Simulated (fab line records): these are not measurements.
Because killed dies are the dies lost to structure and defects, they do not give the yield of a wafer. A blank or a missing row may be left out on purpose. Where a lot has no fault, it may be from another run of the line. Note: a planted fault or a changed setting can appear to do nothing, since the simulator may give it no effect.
fab line records -- flow nandHarc
record: lots: 11, wafers: 33, lastDay: 33
route steps=1302 shown P_ZERO_WELL@56 P_STI@88 P_GATE@175
lots with no fault: from the same line, run without faults
startH: hours from the record's first day to the start of the lot's first wafer shown -- waitH: hours from the lot's prior step to this one -- " same as the row above -- L1.1+2: a single row standing in for several wafers -- - either no value or no given start -- * or withheld: withheld -- < > ~ a bound
route shown NAME@n: a module of which the file shows steps, and the number in the route of the first -- usual: mean/standard deviation taken from wafers without a fault -- same: alike in all rows -- chamber/n: place in a boat -- sites: per-site readings -- _std_site: how widely they spread, as a standard deviation -- _edge_site: the outer-site mean with the inner-site mean subtracted -- radiusMm: how far each site lies from the wafer's centre -- mask NAME#n: copy n -- behind: tool/chamber where the wafer was last shaped -- hold: cause of the lot's hold/its duration in hours/its outcome -- device: names the non-switching transistor (n, p or np) -- end of line: tests run on the same wafers once the route is complete -- a step given without rows: its recipe and nothing more -- killed: count of dies lost to structure and defects at first sort (not the wafer's yield) -- map: the dies of a wafer, with x for killed, . for not killed, _ for no die there
set.NAME: the setting as run; set.NAME@STEP: as run at that earlier step -- model.NAME: the simulator's own value behind a step, which no gauge read
one table for each step of the route and one row for each wafer, over a sample of lots
services: from which hour (startH, from the record's first day; less than 0 if before it) a tool's chamber was out of use, for how many hours, and why
== steps ==
step: NHARC_P_ZERO_WELL_EXPOSE_49
recipe: na: 0.6, targetCdNm: 2000, doseMj: 22.64, maskId: P_HVPW
usual: reticleTempC: 23.00/0.096
lot.wafer,tool,chamber,startH,waitH,mask,reticleTempC
L533.3,krfScanner-02,0,35.59,-,P_HVPW#0,22.84
L533.4,krfScanner-02,0,35.59,-,P_HVPW#0,22.90
L533.6,krfScanner-02,0,35.59,-,P_HVPW#0,23.01
L535.1,krfScanner-04,0,55.47,-,P_HVPW#0,23.03
L535.4,krfScanner-04,0,55.47,-,P_HVPW#0,23.04
L535.5,krfScanner-04,0,55.47,-,P_HVPW#0,23.09
L536.1,krfScanner-02,0,66.12,-,P_HVPW#0,22.96
L536.3,krfScanner-02,0,66.12,-,P_HVPW#0,22.92
L536.5,krfScanner-02,0,66.12,-,P_HVPW#0,22.96
L538.1,krfScanner-01,0,85.72,-,P_HVPW#0,23.11
L538.2,krfScanner-01,0,85.72,-,P_HVPW#0,23.00
L538.5,krfScanner-01,0,85.72,-,P_HVPW#0,22.93
L540.1,krfScanner-04,0,105.79,-,P_HVPW#0,23.04
L540.3,krfScanner-04,0,105.79,-,P_HVPW#0,23.17
L540.6,krfScanner-04,0,105.79,-,P_HVPW#0,22.91
L541.2,krfScanner-04,0,115.34,-,P_HVPW#0,23.16
L541.3,krfScanner-04,0,115.34,-,P_HVPW#0,22.89
L541.4,krfScanner-04,0,115.34,-,P_HVPW#0,22.96
L542.1,krfScanner-04,0,127.43,-,P_HVPW_R1#0,22.90
L542.2,krfScanner-04,0,127.43,-,P_HVPW_R1#0,22.87
L542.6,krfScanner-04,0,127.43,-,P_HVPW_R1#0,23.00
L543.3,krfScanner-01,0,135.73,-,P_HVPW#0,23.06
L543.4,krfScanner-01,0,135.73,-,P_HVPW#0,23.09
L543.5,krfScanner-01,0,135.73,-,P_HVPW#0,23.09
L544.4,krfScanner-04,0,145.75,-,P_HVPW#0,22.98
L544.5,krfScanner-04,0,145.75,-,P_HVPW#0,23.11
L544.6,krfScanner-04,0,145.75,-,P_HVPW#0,22.98
L552.1,krfScanner-04,0,226.41,-,P_HVPW#0,23.01
L552.4,krfScanner-04,0,226.41,-,P_HVPW#0,23.03
L552.6,krfScanner-04,0,226.41,-,P_HVPW#0,23.00
L554.1,krfScanner-04,0,246.48,-,P_HVPW#0,22.79
L554.3,krfScanner-04,0,246.48,-,P_HVPW#0,22.85
L554.6,krfScanner-04,0,246.48,-,P_HVPW#0,23.00
step: NHARC_P_ZERO_WELL_CD_MEAS_52
recipe: targetCdNm: 2000, landingEnergyEv: 500
usual: cdNm: 1999.9/2.1
lot.wafer,tool,chamber,startH,waitH,cdNm
L533.3,cdSem-02,0,35.75,-,2004.4
L533.4,cdSem-02,0,35.75,-,2001.5
L533.6,cdSem-02,0,35.75,-,2000.8
L535.1,cdSem-01,0,55.62,-,1999.2
L535.4,cdSem-01,0,55.62,-,1996.8
L535.5,cdSem-01,0,55.62,-,1997.3
L536.1,cdSem-02,0,66.29,-,1996.7
L536.3,cdSem-02,0,66.29,-,1997.0
L536.5,cdSem-02,0,66.29,-,2000.8
L538.1,cdSem-03,0,85.88,-,2000.9
L538.2,cdSem-03,0,85.88,-,2000.7
L538.5,cdSem-03,0,85.88,-,1998.9
L540.1,cdSem-02,0,105.95,-,2002.7
L540.3,cdSem-02,0,105.95,-,1997.7
L540.6,cdSem-02,0,105.95,-,2001.1
L541.2,cdSem-02,0,115.49,-,1998.3
L541.3,cdSem-02,0,115.49,-,1998.8
L541.4,cdSem-02,0,115.49,-,1999.5
L542.1,cdSem-01,0,127.59,-,1951.2
L542.2,cdSem-01,0,127.59,-,1950.0
L542.6,cdSem-01,0,127.59,-,1952.7
L543.3,cdSem-03,0,135.88,-,2001.9
L543.4,cdSem-03,0,135.88,-,1997.2
L543.5,cdSem-03,0,135.88,-,1998.2
L544.4,cdSem-01,0,145.89,-,1996.7
L544.5,cdSem-01,0,145.89,-,1997.6
L544.6,cdSem-01,0,145.89,-,1999.0
L552.1,cdSem-01,0,226.57,-,1999.1
L552.4,cdSem-01,0,226.57,-,2000.3
L552.6,cdSem-01,0,226.57,-,2000.5
L554.1,cdSem-03,0,246.63,-,2002.3
L554.3,cdSem-03,0,246.63,-,1998.5
L554.6,cdSem-03,0,246.63,-,1999.5
step: NHARC_P_STI_ETCH_42
recipe: targetDepthA: 800, overetchA: 240, timeS: 61, ionEnergyEv: 200, n2FlowSccm: 150, h2FlowSccm: 150, arFlowSccm: 0, rfW: 400, biasW: 150, chemistry: N2/H2
usual: drypumpMotorCurrentA: 5.92/0.27, oesProductAu: 1.000/0.015, rfVppV: 431.4/2.2, showerheadPlenumPTorr: 2.07/0.081, throttleValvePct: 14.172/0.0086
lot.wafer,tool,chamber,startH,waitH,drypumpMotorCurrentA,oesProductAu,rfHoursCounterH,rfVppV,showerheadPlenumPTorr,throttleValvePct
L533.4,rieDiel-09,0,53.93,0.1,5.47,0.997,3.4,431.0,2.05,14.180
L533.3,rieDiel-09,2,53.93,0.1,6.10,0.978,3.1,433.5,2.15,14.166
L533.6,rieDiel-09,3,53.93,0.1,6.09,1.009,-,435.6,2.21,14.165
L535.4,rieDiel-03,3,73.40,0.1,5.77,1.015,6.3,431.7,2.05,14.159
L535.1,rieDiel-03,0,73.40,0.1,5.49,1.017,6.7,432.0,2.13,14.175
L535.5,rieDiel-03,2,73.40,0.1,6.19,1.012,-,430.5,2.05,14.183
L536.3,rieDiel-03,3,86.57,0.1,5.76,1.027,6.5,430.5,2.05,14.156
L536.1,rieDiel-03,1,86.57,0.1,6.08,0.990,6.8,431.5,2.08,14.183
L536.5,rieDiel-03,3,86.57,0.1,5.77,1.029,-,430.1,2.05,14.148
L538.2,rieDiel-06,2,107.34,0.1,5.88,1.002,11.9,432.1,2.14,14.164
L538.1,rieDiel-06,3,107.34,0.1,6.08,1.000,11.9,427.3,1.91,14.184
L538.5,rieDiel-06,1,107.34,0.1,5.91,0.994,-,428.9,1.94,14.162
L540.1,rieDiel-09,0,122.82,0.1,5.45,0.980,8.7,431.3,2.05,14.163
L540.3,rieDiel-09,1,122.82,0.1,5.80,0.999,9.3,433.5,2.13,14.169
L540.6,rieDiel-09,0,122.82,0.1,5.49,0.994,-,430.9,2.05,14.181
L541.4,rieDiel-09,0,137.13,0.1,5.46,0.981,9.3,432.2,2.05,14.167
L541.2,rieDiel-09,2,137.13,0.1,6.14,0.989,9.7,434.0,2.15,14.194
L541.3,rieDiel-09,3,137.13,0.1,6.10,1.014,8.2,435.2,2.21,14.171
L542.1,rieDiel-06,2,148.73,0.1,5.79,1.012,0.7,431.3,2.13,14.168
L542.2,rieDiel-06,0,148.73,0.1,6.41,0.990,0.7,427.8,1.92,14.178
L542.6,rieDiel-06,1,148.73,0.1,5.90,1.001,-,427.3,1.94,14.169
L543.4,rieDiel-03,0,155.77,0.1,5.48,0.999,1.8,432.2,2.13,14.176
L543.3,rieDiel-03,2,155.77,0.1,6.22,1.010,1.4,432.0,2.05,14.179
L543.5,rieDiel-03,0,155.77,0.1,5.46,0.999,-,431.6,2.13,14.173
L544.4,rieDiel-03,1,163.35,0.1,6.09,0.975,1.9,431.4,2.08,14.164
L544.6,rieDiel-03,2,163.35,0.1,6.19,1.001,-,430.8,2.05,14.184
L544.5,rieDiel-03,3,163.35,0.1,5.77,1.027,-,431.1,2.05,14.181
L552.4,rieDiel-09,2,247.10,0.1,6.10,1.006,5.7,433.4,2.14,14.181
L552.1,rieDiel-09,0,247.10,0.1,5.50,1.002,5.9,429.6,2.04,14.166
L552.6,rieDiel-09,2,247.10,0.1,6.12,1.006,-,433.4,2.14,14.174
L554.1,rieDiel-03,1,267.51,0.1,6.11,0.962,7.3,430.6,2.07,14.172
L554.3,rieDiel-03,2,267.51,0.1,6.20,1.017,7.0,430.0,2.05,14.167
L554.6,rieDiel-03,1,267.51,0.1,6.09,0.949,-,431.7,2.07,14.167
step: NHARC_P_GATE_STRIP_75
recipe: powerW: 1500, tempC: 250, chemistry: O2
usual: drypumpMotorCurrentA: 6.0/0.33, heaterPowerW: 349/28
lot.wafer,tool,chamber,startH,waitH,drypumpMotorCurrentA,heaterPowerW,rfHoursCounterH
L533.3,plasmaAsher-01,1,115.05,0.2,5.7,363,-
L533.4,plasmaAsher-01,0,115.05,0.2,6.0,332,-
L533.6,plasmaAsher-01,1,115.05,0.2,5.7,360,-
L535.1,plasmaAsher-01,1,137.45,0.3,5.8,372,29
L535.4,plasmaAsher-01,0,137.45,0.3,6.0,329,-
L535.5,plasmaAsher-01,1,137.45,0.3,5.7,365,-
L536.1,plasmaAsher-01,1,160.41,0.2,5.7,364,33
L536.3,plasmaAsher-01,0,160.41,0.2,6.0,323,-
L536.5,plasmaAsher-01,1,160.41,0.2,5.7,365,-
L538.1,plasmaAsher-01,1,178.53,0.2,5.7,366,1
L538.2,plasmaAsher-01,0,178.53,0.2,6.0,335,1
L538.5,plasmaAsher-01,0,178.53,0.2,6.1,331,-
L540.1,plasmaAsher-02,0,189.86,0.2,5.6,384,24
L540.3,plasmaAsher-02,1,189.86,0.2,6.6,309,-
L540.6,plasmaAsher-02,0,189.86,0.2,5.7,378,-
L541.2,plasmaAsher-02,1,208.53,0.2,6.5,304,27
L541.3,plasmaAsher-02,1,208.53,0.2,6.5,308,-
L541.4,plasmaAsher-02,0,208.53,0.2,5.7,385,-
L542.1,plasmaAsher-01,1,216.34,0.3,5.7,364,9
L542.2,plasmaAsher-01,0,216.34,0.3,6.1,335,9
L542.6,plasmaAsher-01,0,216.34,0.3,6.0,322,-
L543.4,plasmaAsher-02,1,222.63,0.2,6.6,309,-
L543.3,plasmaAsher-02,0,222.63,0.2,5.7,375,-
L543.5,plasmaAsher-02,0,222.63,0.2,5.7,378,-
L544.4,plasmaAsher-02,1,228.65,0.1,6.5,310,-
L544.5,plasmaAsher-02,0,228.65,0.1,5.7,386,-
L544.6,plasmaAsher-02,1,228.65,0.1,6.6,310,-
L552.1,plasmaAsher-02,0,310.92,0.2,5.7,403,11
L552.4,plasmaAsher-02,0,310.92,0.2,5.7,401,-
L552.6,plasmaAsher-02,0,310.92,0.2,5.6,399,-
L554.1,plasmaAsher-01,1,341.23,0.2,5.7,374,35
L554.3,plasmaAsher-01,0,341.23,0.2,6.0,335,-
L554.6,plasmaAsher-01,0,341.23,0.2,6.0,324,-
step: NHARC_P_GATE_DESCUM_61
recipe: timeS: 3, o2FlowSccm: 200, arFlowSccm: 0, biasPowerW: 0, chemistry: O2
usual: drypumpMotorCurrentA: 5.8/0.34, o2FlowSccm: 200.0/0.66, oesProductAu: 1.002/0.011, rfVppV: 57.6/0.82, showerheadPlenumPTorr: 1.86/0.069, throttleValvePct: 11.311/0.0093
lot.wafer,tool,chamber,startH,waitH,drypumpMotorCurrentA,o2FlowSccm,oesProductAu,rfHoursCounterH,rfVppV,showerheadPlenumPTorr,throttleValvePct
L533.4,rieDiel-08,1,116.13,-,5.4,201.6,1.013,3.4,59.2,1.94,11.309
L533.3,rieDiel-08,2,116.13,-,5.7,199.5,0.998,3.7,58.2,1.81,11.307
L533.6,rieDiel-08,3,116.13,-,5.3,200.1,1.020,-,56.7,1.79,11.304
L535.4,rieDiel-07,1,138.53,-,6.0,199.8,1.003,0.0,57.8,1.90,11.308
L535.1,rieDiel-07,0,138.53,-,6.2,199.2,1.007,0.0,59.3,1.96,11.300
L535.5,rieDiel-07,1,138.53,-,6.0,200.6,0.993,-,56.5,1.90,11.321
L536.1,rieDiel-10,3,161.51,-,6.1,199.5,1.001,5.5,57.0,1.79,11.319
L536.3,rieDiel-10,1,161.51,-,6.5,199.7,1.016,4.1,57.3,1.78,11.314
L536.5,rieDiel-10,3,161.51,-,6.1,199.8,1.003,-,56.4,1.79,11.323
L538.1,rieDiel-10,0,179.63,-,5.9,199.7,1.023,7.6,57.9,1.88,11.304
L538.2,rieDiel-10,2,179.63,-,6.0,200.0,0.996,6.8,57.1,1.79,11.312
L538.5,rieDiel-10,0,179.63,-,5.9,199.5,1.032,-,57.1,1.88,11.310
L540.1,rieDiel-10,2,190.93,-,6.0,199.7,1.009,8.0,56.0,1.79,11.315
L540.3,rieDiel-10,3,190.93,-,6.1,199.8,0.991,8.8,56.0,1.79,11.309
L540.6,rieDiel-10,3,190.93,-,6.1,200.3,0.995,-,57.9,1.79,11.305
L541.4,rieDiel-07,2,209.61,-,5.6,201.4,0.997,3.9,58.0,1.90,11.312
L541.2,rieDiel-07,3,209.61,-,5.4,200.5,0.997,3.3,58.2,1.93,11.345
L541.3,rieDiel-07,1,209.61,-,6.0,200.6,0.988,2.9,56.1,1.90,11.304
L542.1,rieDiel-08,3,217.44,-,5.3,200.3,1.016,0.3,57.5,1.79,11.310
L542.2,rieDiel-08,0,217.44,-,5.9,200.0,1.012,0.4,58.0,1.81,11.301
L542.6,rieDiel-08,2,217.44,-,5.7,199.0,0.988,-,57.2,1.81,11.310
L543.3,rieDiel-07,1,223.59,-,6.0,199.7,1.007,3.2,57.8,1.90,11.298
L543.4,rieDiel-07,2,223.59,-,5.6,199.5,1.002,4.2,58.0,1.90,11.314
L543.5,rieDiel-07,3,223.59,-,5.4,199.9,0.994,-,58.0,1.93,11.322
L544.4,rieDiel-07,3,229.70,-,5.3,199.4,0.993,3.8,57.9,1.93,11.290
L544.5,rieDiel-07,3,229.70,-,5.3,200.0,0.996,-,57.0,1.93,11.305
L544.6,rieDiel-07,0,229.70,-,6.3,200.2,0.990,-,59.2,1.96,11.312
L552.1,rieDiel-07,3,312.00,-,5.4,198.9,1.020,0.1,56.7,1.93,11.296
L552.4,rieDiel-07,1,312.00,-,6.0,201.1,1.012,0.2,58.6,1.90,11.310
L552.6,rieDiel-07,2,312.00,-,5.5,199.4,0.995,-,59.3,1.90,11.306
L554.1,rieDiel-07,1,342.19,-,6.0,199.0,0.994,1.9,57.3,1.90,11.308
L554.3,rieDiel-07,0,342.19,-,6.3,199.8,1.020,1.9,57.2,1.96,11.319
L554.6,rieDiel-07,2,342.19,-,5.5,201.4,1.002,-,57.9,1.90,11.318
== services ==
tool,chamber,startH,hours,kind
plasmaAsher-02,-,15.91,0.4,repair
rieDiel-07,0,21.84,6.0,repair
rieDiel-03,3,22.13,3.1,repair
rieDiel-03,-,49.26,0.4,repair
plasmaAsher-01,-,52.67,4.0,repair
plasmaAsher-02,-,72.00,9.0,pm
rieDiel-07,2,81.13,1.9,repair
rieDiel-03,-,104.35,9.0,pm
rieDiel-07,-,117.20,9.0,pm
rieDiel-03,-,121.00,0.9,repair
plasmaAsher-01,-,165.00,9.0,pm
rieDiel-03,3,168.87,7.2,repair
plasmaAsher-01,-,175.65,0.8,repair
krfScanner-04,-,182.00,4.0,pm
rieDiel-03,0,192.86,5.1,repair
rieDiel-03,0,199.95,7.8,repair
rieDiel-07,1,215.89,7.1,repair
krfScanner-04,-,227.62,0.6,repair
plasmaAsher-02,-,249.00,9.0,pm
krfScanner-04,-,281.11,1.9,repair
rieDiel-03,-,281.35,9.0,pm
rieDiel-07,-,294.20,9.0,pm
krfScanner-04,-,303.45,6.2,repair
plasmaAsher-01,-,342.00,9.0,pm
== key ==
firstSign: step: NHARC_P_ZERO_WELL_EXPOSE_49, reading: mask, direction: changed
effect: step: NHARC_P_ZERO_WELL_CD_MEAS_52, reading: cdNm, direction: down, sigmas: 23, usual: 1999.9, struck: 1951.3
metAt NHARC_P_ZERO_WELL_EXPOSE_49
struckLots L542
testerLeftOut L542
notActingAt NHARC_P_STI_ETCH_42,NHARC_P_GATE_STRIP_75,NHARC_P_GATE_DESCUM_61
onsetBetween 115.34 127.43
fault: kind: wrongMask, tool: any, chamber: -, onsetH: 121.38, steps: NHARC_P_ZERO_WELL_EXPOSE_49, auxCopy: P_HVPW_R1#0, cdOffsetNm: -46.836, scope: struckLotsOnly
testerLeftOut: of these lots the tester's yield and bins aren't shown, on N5 and GAA mostly nor the transistor test; their killed dies are dies lost to structure and defects alone, not to doping, threshold or leakage, so they don't give the yield
